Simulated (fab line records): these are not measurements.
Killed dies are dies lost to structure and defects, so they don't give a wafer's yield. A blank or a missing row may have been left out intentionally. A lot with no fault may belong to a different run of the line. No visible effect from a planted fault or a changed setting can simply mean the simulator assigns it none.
A struck lot beside a sound one | flow nandHarc | 15 steps out of a route of 1302
Sound: wafers L314.1, L314.2, L314.5. Wafers struck: L322.1, L322.3, L322.4. The cause is given at the end.
Each step with rows lists, per side, the tool, then ch with its chambers, then its first start. Under that, the readings that differ: sound wafers | struck wafers | difference of the means | sigmas: that difference in standard deviations of wafers without a fault.
alike: words and numbers the same on both sides, and readings whose means are apart by under 2 such deviations; not compared: readings that were withheld, readings missing a value for some wafer, numbers with overlapping values and no deviation given by the record, and bounds like >300 which may hide the same value.
The two part at a step that has a row with sigmas, a row that says differs or no value, or rows on one side only. Numbers that have no deviation but don't overlap get no sigmas and don't part them. A reading that every wafer of one side lacks parts them only if that side has two wafers or more.

first, 2 steps without rows for these wafers: NHARC_P_GATE_PEB_09 (peb time 85 s); NHARC_P_GATE_DEVELOP_10 (time 70 s).
NHARC_P_GATE_CD_MEAS_11: the cd target is 1640 nm.
  sound on cdSem-03 ch 0, day 4 16:04; struck on cdSem-02 ch 0, day 8 06:24
  alike: cdNm
then, 1 step without rows for these wafers: NHARC_P_GATE_HARDBAKE_12 (time 80 s).
NHARC_P_GATE_DESCUM_13: chemistry O2, time 3 s.
  sound on rieDiel-03 ch 1,3, day 4 16:14; struck on rieDiel-03 ch 0,1,3, day 8 06:34
  alike: chamberPressureMTorr, drypumpMotorCurrentA, oesProductAu, rfVppV, showerheadPlenumPTorr, throttleValvePct
  not compared: rfHoursCounterH
then, 6 steps without rows for these wafers: NHARC_P_GATE_ETCH_14 (etches SiO2 in dHF, target depth 48.8 nm); NHARC_P_GATE_STRIP_15 (strips in SPM, time 780 s); NHARC_P_GATE_PRECLEAN_71 (cleans in SC1); NHARC_P_GATE_SRD_72; NHARC_P_GATE_OXIDE_16 (material SiO2, target thk 3 nm, ox time 392 s); NHARC_P_GATE_CVD_17 (deposits poly-Si, target thk 150 nm, time 900 s).
NHARC_P_GATE_HM_DEP_102: deposits aC, target thk 120 nm.
  sound on aclDep-03 ch 0, day 5 07:28; struck on aclDep-03 ch 0, day 8 22:16
  alike: throttleValvePct
NHARC_P_GATE_DEP_103: deposits SiON, target thk 30 nm.
  sound on pecvd-01 ch 0,2, day 5 08:10; struck on pecvd-01 ch 0,1, day 8 23:22
  alike: heaterPowerW, rfFwdPowerW
  not compared: sinceWetCleanH
then, 2 steps without rows for these wafers: NHARC_P_GATE_DEHYDRATE_18 (time 120 s); NHARC_END_SORT_01.

WHERE THEY PART
Nowhere in this record.

WHY: the cause the simulator had injected
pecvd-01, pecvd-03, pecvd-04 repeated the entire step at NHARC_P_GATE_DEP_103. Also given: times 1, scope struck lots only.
